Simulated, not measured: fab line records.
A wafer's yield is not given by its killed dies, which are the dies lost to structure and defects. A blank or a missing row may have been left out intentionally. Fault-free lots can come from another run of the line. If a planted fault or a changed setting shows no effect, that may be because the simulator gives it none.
Which tool did it? + flow nand-harc + Sampling: 12 lots, 36 wafers, 6 of 1302 route steps

== WHAT EACH GAUGE READ, for each wafer ==
NHARC_P_STI_CD_MEAS_16.
| lot  | measured     | on        | cd-nm (nm)        |
|------|--------------|-----------|-------------------|
| L801 | day 2 20:16  | cd-sem-01 | 200.2 200.3 198.5 |
| L802 | day 3 07:13  | cd-sem-02 | 198.5 192.5 197.1 |
| L803 | day 3 15:19  | cd-sem-02 | 202.1 201.0 202.0 |
| L806 | day 4 23:07  | cd-sem-01 | 200.1 196.0 195.6 |
| L807 | day 5 09:14  | cd-sem-03 | 200.0 203.1 197.3 |
| L816 | day 9 01:49  | cd-sem-03 | 199.4 202.9 197.2 |
| L817 | day 9 10:58  | cd-sem-03 | 201.2 199.4 201.3 |
| L818 | day 10 00:55 | cd-sem-02 | 196.3 198.7 196.8 |
| L821 | day 11 03:10 | cd-sem-03 | 204.7 203.8 200.5 |
| L822 | day 11 15:10 | cd-sem-02 | 193.0 195.7 192.7 |
| L823 | day 11 23:26 | cd-sem-03 | 196.7 200.3 195.6 |
| L824 | day 12 09:44 | cd-sem-01 | 198.7 199.3 197.5 |

NHARC_P_STI_OCD_MEAS_43.
| lot  | measured     | on     | trench-depth-nm (nm) | trench-foot-cd-nm (nm) |
|------|--------------|--------|----------------------|------------------------|
| L801 | day 2 20:52  | ocd-01 | 305 296 302          | 157.6 159.9 157.7      |
| L802 | day 3 07:49  | ocd-02 | 298 293 290          | 158.3 153.5 158.3      |
| L803 | day 3 15:54  | ocd-02 | 304 290 304          | 158.2 159.3 159.1      |
| L806 | day 4 23:44  | ocd-01 | 298 300 303          | 157.9 153.5 153.2      |
| L807 | day 5 09:50  | ocd-02 | 293 301 306          | 159.0 160.5 156.4      |
| L816 | day 9 02:24  | ocd-02 | 304 297 305          | 157.7 161.7 153.6      |
| L817 | day 9 11:34  | ocd-01 | 297 301 297          | 160.4 157.9 159.3      |
| L818 | day 10 01:30 | ocd-02 | 298 297 298          | 154.4 154.9 153.7      |
| L821 | day 11 03:46 | ocd-01 | 298 302 301          | 161.6 161.6 158.2      |
| L822 | day 11 15:46 | ocd-02 | 297 304 300          | 150.9 153.8 151.9      |
| L823 | day 12 00:02 | ocd-01 | 307 302 300          | 155.6 158.2 154.2      |
| L824 | day 12 10:20 | ocd-01 | 307 299 305          | 155.3 160.3 157.4      |

NHARC_P_GATE_CD_MEAS_26 targets a cd of 120 nm.
| lot  | measured     | on        | cd-nm (nm)                          |
|------|--------------|-----------|-------------------------------------|
| L801 | day 5 03:49  | cd-sem-02 | 119.9 120.1 120.1                   |
| L802 | day 5 14:26  | cd-sem-01 | 120.2 121.1 119.6                   |
| L803 | day 5 16:34  | cd-sem-01 | 120.6 119.9 120.2                   |
| L806 | day 7 01:35  | cd-sem-03 | 119.8 119.2 119.3                   |
| L807 | day 7 09:43  | cd-sem-02 | 107.5 106.9 106.6 107.0 106.3 106.5 |
| L816 | day 11 03:07 | cd-sem-01 | 119.6 120.0 120.7                   |
| L817 | day 11 16:37 | cd-sem-02 | 120.2 119.8 120.2                   |
| L818 | day 12 04:46 | cd-sem-02 | 120.0 119.5 119.6                   |
| L821 | day 13 01:49 | cd-sem-02 | 120.5 119.8 119.5                   |
| L822 | day 13 20:02 | cd-sem-03 | 119.7 119.8 119.5                   |
| L823 | day 14 04:03 | cd-sem-01 | 120.7 120.5 120.5                   |
| L824 | day 14 12:44 | cd-sem-03 | 120.7 120.6 120.0                   |

NHARC_END_SORT_01.
| lot  | measured     | on        | killed-at-array | killed-at-other | killed-at-periphery | killed-dies | killed-open | killed-short |
|------|--------------|-----------|-----------------|-----------------|---------------------|-------------|-------------|--------------|
| L807 | day 29 13:17 | prober-02 | 32 26 25        | 3 0 1           | 2 17 17             | 37 43 43    | 6 3 3       | 1 3 2        |
| L818 | day 31 05:44 | prober-01 | 61 75 72        | 0 0 1           | 0 1 3               | 61 76 76    | 1 1 7       | 3 1 2        |

== EACH LOT AND THE TOOL THAT RAN IT (in order: tool; ch and the chambers of the sampled wafers; start) ==
| lot  | NHARC_P_GATE_EXPOSE_23             | NHARC_P_GATE_STRIP_108             |
|------|------------------------------------|------------------------------------|
| L801 | arfi-scanner-01 ch 0, day 5 03:41  | rie-diel-02 ch 0,1,3, day 5 04:38  |
| L802 | arfi-scanner-02 ch 0, day 5 14:18  | rie-diel-02 ch 0,1,2, day 5 15:19  |
| L803 | arfi-scanner-02 ch 0, day 5 16:25  | rie-diel-01 ch 1,2,3, day 5 17:23  |
| L806 | arfi-scanner-01 ch 0, day 7 01:28  | rie-diel-02 ch 0,1, day 7 03:05    |
| L807 | arfi-scanner-03 ch 0, day 7 09:35  | rie-diel-09 ch 0,3, day 7 13:26    |
| L816 | arfi-scanner-03 ch 0, day 11 02:58 | rie-diel-09 ch 0,1,3, day 11 03:56 |
| L817 | arfi-scanner-02 ch 0, day 11 16:28 | rie-diel-02 ch 0,1, day 11 17:26   |
| L818 | arfi-scanner-02 ch 0, day 12 04:38 | rie-diel-09 ch 0,1, day 12 05:36   |
| L821 | arfi-scanner-02 ch 0, day 13 01:40 | rie-diel-02 ch 0,3, day 13 02:37   |
| L822 | arfi-scanner-03 ch 0, day 13 19:53 | rie-diel-01 ch 1,3, day 13 20:52   |
| L823 | arfi-scanner-01 ch 0, day 14 03:55 | rie-diel-02 ch 0,2, day 14 04:53   |
| L824 | arfi-scanner-03 ch 0, day 14 12:36 | rie-diel-01 ch 0,1,2, day 14 13:34 |
- NHARC_P_GATE_EXPOSE_23: exposes mask P GATE, target cd 120 nm.
- NHARC_P_GATE_STRIP_108: strips in O2.

== WHAT THE TOOLS THEMSELVES READ (means of the sampled wafers that have a number; where no wafer has one, the mark that the record gives instead) ==
NHARC_P_GATE_STRIP_108.
| lot  | tool        | drypump-motor-current-A (A) | oes-product-au (a.u.) | rf-vpp-V (V) | showerhead-plenum-p-Torr (Torr) | throttle-valve-pct (%) |
|------|-------------|-----------------------------|-----------------------|--------------|---------------------------------|------------------------|
| L801 | rie-diel-02 | 5.7                         | 0.999                 | 57.6         | 3.52                            | 17.040                 |
| L802 | rie-diel-02 | 5.7                         | 0.995                 | 57.7         | 3.39                            | 17.027                 |
| L803 | rie-diel-01 | 5.6                         | 0.992                 | 58.1         | 3.49                            | 17.038                 |
| L806 | rie-diel-02 | 6.0                         | 1.002                 | 58.3         | 3.43                            | 17.032                 |
| L807 | rie-diel-09 | 5.8                         | 1.000                 | 57.8         | 3.43                            | 17.039                 |
| L816 | rie-diel-09 | 6.0                         | 0.990                 | 57.9         | 3.50                            | 17.032                 |
| L817 | rie-diel-02 | 6.0                         | 1.006                 | 57.6         | 3.43                            | 17.037                 |
| L818 | rie-diel-09 | 5.8                         | 0.994                 | 57.8         | 3.56                            | 17.036                 |
| L821 | rie-diel-02 | 5.4                         | 0.993                 | 57.9         | 3.52                            | 17.034                 |
| L822 | rie-diel-01 | 5.9                         | 0.998                 | 58.1         | 3.50                            | 17.041                 |
| L823 | rie-diel-02 | 5.4                         | 0.998                 | 57.3         | 3.34                            | 17.040                 |
| L824 | rie-diel-01 | 5.8                         | 1.010                 | 57.3         | 3.50                            | 17.039                 |

== THE ANSWER, worked out from the rows above alone ==
Rule: usual is defined by the lots themselves. Put in order of their means at a reading, lots are off if they are a third of the lots or fewer, leave a main group of 4 or more, and stand apart from it by a gap of 3 or more times the standard deviation of the main group's means; of several such gaps the widest counts. Not used: any main group whose means are identical at the precision the tables above print for the reading. A lot without any number at a reading at which 4 lots or more have one is off too. All remaining lots with rows at the step are treated as sound. Order of review: gauges by route order, followed by the tools' own readings, for which a lot's mean as printed above is used. The first step at which some lot is off is used, and at that step the reading that is off furthest; a lot without a number counts as furthest.
Off: L807 (NHARC_P_GATE_CD_MEAS_26, cd-nm). Mean 120.0 nm and standard deviation 0.33 in the main group.
A tool fits if, at a process step before that reading, it ran every lot that is off, and no sound lot after the first of them. Those tools and the gauges at NHARC_P_GATE_CD_MEAS_26 are tried in the same way. No candidate that was tried fits.

== WHAT THE SIMULATOR HAD INSERTED ==
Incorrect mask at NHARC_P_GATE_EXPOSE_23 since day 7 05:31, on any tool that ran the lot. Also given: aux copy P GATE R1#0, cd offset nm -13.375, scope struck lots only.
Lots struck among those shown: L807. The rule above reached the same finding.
